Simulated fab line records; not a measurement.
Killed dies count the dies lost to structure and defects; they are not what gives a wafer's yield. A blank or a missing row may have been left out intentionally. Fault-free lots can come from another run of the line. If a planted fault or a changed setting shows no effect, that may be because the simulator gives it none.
Lot-split experiment -- flow n5-finfet -- 7 lots, 21 wafers read, on a route of 1938 steps

ABOUT THE SPLIT
At N5_BEOL_M4_ILD_DEP_00 (deposits SiOC from DEMS/O2, target thk 79 nm, time 15.3 s), the setting time-s was moved away from the recipe's 15.3 s on 7 of the 21 wafers read, by -13.8% to +7.1%. This setting was run at the recipe's value on the other wafers.

Split to reading: the file shows no intervening step.

THE READING
At N5_BEOL_M4_THK_MEAS_01: M4_ILD_THK, given in nm. A value of 78.8 nm with a standard deviation of 1.1 nm is what fault-free wafers of this fab line usually give.

wafer,"tool, chamber at the split","time-s as run, s",against the recipe,"M4_ILD_THK, nm",against lot-mates on the recipe
L074.3,"pecvd-01, 0",15.3,recipe,77.1,-
L074.4,"pecvd-01, 1",16.38,+7.1%,82.8,+5.7
L074.6,"pecvd-01, 0",16.38,+7.1%,84.2,+7.1
L076.2,"pecvd-03, 0",15.3,recipe,79.5,-
L076.3,"pecvd-03, 2",13.84,-9.5%,69.8,-10.5
L076.6,"pecvd-03, 0",15.3,recipe,81.0,-
L077.2,"pecvd-01, 1",15.3,recipe,78.0,-
L077.3,"pecvd-01, 0",14.68,-4.1%,75.5,-2.5
L077.4,"pecvd-01, 1",14.68,-4.1%,76.6,-1.4
L078.1,"pecvd-01, 1",13.19,-13.8%,68.2,-10.8
L078.2,"pecvd-01, 0",15.3,recipe,78.9,-
L078.5,"pecvd-01, 0",15.3,recipe,79.1,-
L079.1,"pecvd-04, 0",15.3,recipe,78.0,-
L079.3,"pecvd-04, 2",15.3,recipe,77.2,-
L079.5,"pecvd-04, 1",15.97,+4.4%,83.0,+5.4
L096.1,"pecvd-04, 2",15.3,recipe,77.4,-
L096.3,"pecvd-04, 1",15.3,recipe,78.2,-
L096.6,"pecvd-04, 2",15.3,recipe,79.6,-
L097.1,"pecvd-03, 0",15.3,recipe,79.1,-
L097.2,"pecvd-03, 1",15.3,recipe,77.6,-
L097.6,"pecvd-03, 1",15.3,recipe,78.1,-

THE FIT
A straight line over all 21 wafers: M4_ILD_THK changes by +0.775 nm for each +1% of time-s; r = +0.96; the points scatter about the line by 1.1 nm.
The same after taking each lot's own level away (the mean of its wafers on the recipe; 21 wafers): +0.881 nm for each +1%; r = +0.97; scatter 1 nm.
Per that fit: largest time-s move, reading shift of 12 nm.
From 77.10 to 80.25 nm: that is the span of the lots' own levels, equal to 2.9 times the standard deviation above.
So the slope is not independent of the lot-to-lot level: the two fits are not the same.
Check: -12.9 nm against its lot-mates is what the line predicts for one of the wafers moved furthest among these (-13.8%) when that wafer is left out of the fit. Against them it came out at -10.8 nm.

OTHER SPLITS ON THESE WAFERS
These wafers also went through other splits before the reading. Each is held against what the fit with the lots' levels taken away leaves over:
other split on the same wafers,wafers away from the commonest value,r with M4_ILD_THK (lot level and that fit taken away)
N5_BEOL_M3_DEP_57 time-s,5,+0.14

THE WHOLE CHAIN: every reading that the file lists as answering this split, in the file's order
step,what it does,reading,change (the file's fit),r (the file's)
N5_BEOL_M4_ILD_DEP_00,"deposits SiOC from DEMS/O2, target thk 79 nm, time 15.3 s","SiOC_of_BEOL_M4_ILD_DEP_00.thk-nm (the simulator's own value, which no gauge read)",+0.891 nm for each +1% of the setting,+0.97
N5_BEOL_M4_THK_MEAS_01,,M4_ILD_THK,+0.89 for each +1% of the setting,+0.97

FILE'S OWN FIT
M4_ILD_THK changes by +0.89 nm for each +1% of time-s, r = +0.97.
